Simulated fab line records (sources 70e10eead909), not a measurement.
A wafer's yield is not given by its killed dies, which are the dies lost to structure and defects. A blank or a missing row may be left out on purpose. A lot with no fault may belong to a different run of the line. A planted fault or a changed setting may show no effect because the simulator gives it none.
Which tool did it? :: flow nandHarc :: Sampling: 12 lots, 36 wafers, 2 of 1159 route steps

WHAT EACH GAUGE READ, for each wafer
NHARC_P_M2_INSPECT_11.
lot: L076
measured: day 6 21:01
on: defectInspect-02
rawDefectCount: 5 3 1

lot: L078
measured: day 6 23:26
on: defectInspect-01
rawDefectCount: 10 6 8

lot: L079
measured: day 7 11:20
on: defectInspect-02
rawDefectCount: 0 4 6

lot: L081
measured: day 8 00:33
on: defectInspect-02
rawDefectCount: 5 6 7

lot: L083
measured: day 8 05:20
on: defectInspect-01
rawDefectCount: 2 8 3

lot: L088
measured: day 9 10:06
on: defectInspect-01
rawDefectCount: 1 1 5

lot: L086
measured: day 9 11:22
on: defectInspect-01
rawDefectCount: 3 3 5

lot: L089
measured: day 10 04:46
on: defectInspect-01
rawDefectCount: 7 6 9

lot: L091
measured: day 10 08:43
on: defectInspect-02
rawDefectCount: 2 1 1

lot: L092
measured: day 10 20:31
on: defectInspect-02
rawDefectCount: 5 5 2

lot: L094
measured: day 11 08:36
on: defectInspect-02
rawDefectCount: 6 4 0

lot: L097
measured: day 12 02:17
on: defectInspect-02
rawDefectCount: 3 6 9

WHICH TOOL RAN EACH LOT (tool, then ch and the chambers of the sampled wafers, then the start)
lot: L076
NHARC_P_M1_PRE_CLEAN_30: pvdSputter-02, day 6 21:01 or earlier

lot: L078
NHARC_P_M1_PRE_CLEAN_30: pvdSputter-02, day 6 23:26 or earlier

lot: L079
NHARC_P_M1_PRE_CLEAN_30: pvdSputter-02, day 7 11:20 or earlier

lot: L081
NHARC_P_M1_PRE_CLEAN_30: pvdSputter-02, day 8 00:33 or earlier

lot: L083
NHARC_P_M1_PRE_CLEAN_30: pvdSputter-02, day 8 05:20 or earlier

lot: L088
NHARC_P_M1_PRE_CLEAN_30: pvdSputter-03, day 9 10:06 or earlier

lot: L086
NHARC_P_M1_PRE_CLEAN_30: pvdSputter-01, day 9 11:22 or earlier

lot: L089
NHARC_P_M1_PRE_CLEAN_30: pvdSputter-03, day 10 04:46 or earlier

lot: L091
NHARC_P_M1_PRE_CLEAN_30: pvdSputter-03, day 10 08:43 or earlier

lot: L092
NHARC_P_M1_PRE_CLEAN_30: pvdSputter-02, day 10 20:31 or earlier

lot: L094
NHARC_P_M1_PRE_CLEAN_30: pvdSputter-03, day 11 08:36 or earlier

lot: L097
NHARC_P_M1_PRE_CLEAN_30: pvdSputter-01, day 12 02:17 or earlier
- NHARC_P_M1_PRE_CLEAN_30: time 30 s.

THE ANSWER, worked out from the rows above alone
Rule: what is usual is taken from the lots themselves. Put in order of their means at a reading, lots are off if they are a third of the lots or fewer, leave a main group of 4 or more, and stand apart from it by a gap of 3 or more times the standard deviation of the main group's means; of several such gaps the widest counts. A main group is skipped when, at the precision printed for the reading in the tables above, its means are all equal. Also off: a lot with no number at a reading for which 4 or more lots have one. Any other lot the step has rows for is counted as sound.
Nothing can be told from this: no lot is off at any reading shown.

WHAT THE SIMULATOR PUT IN
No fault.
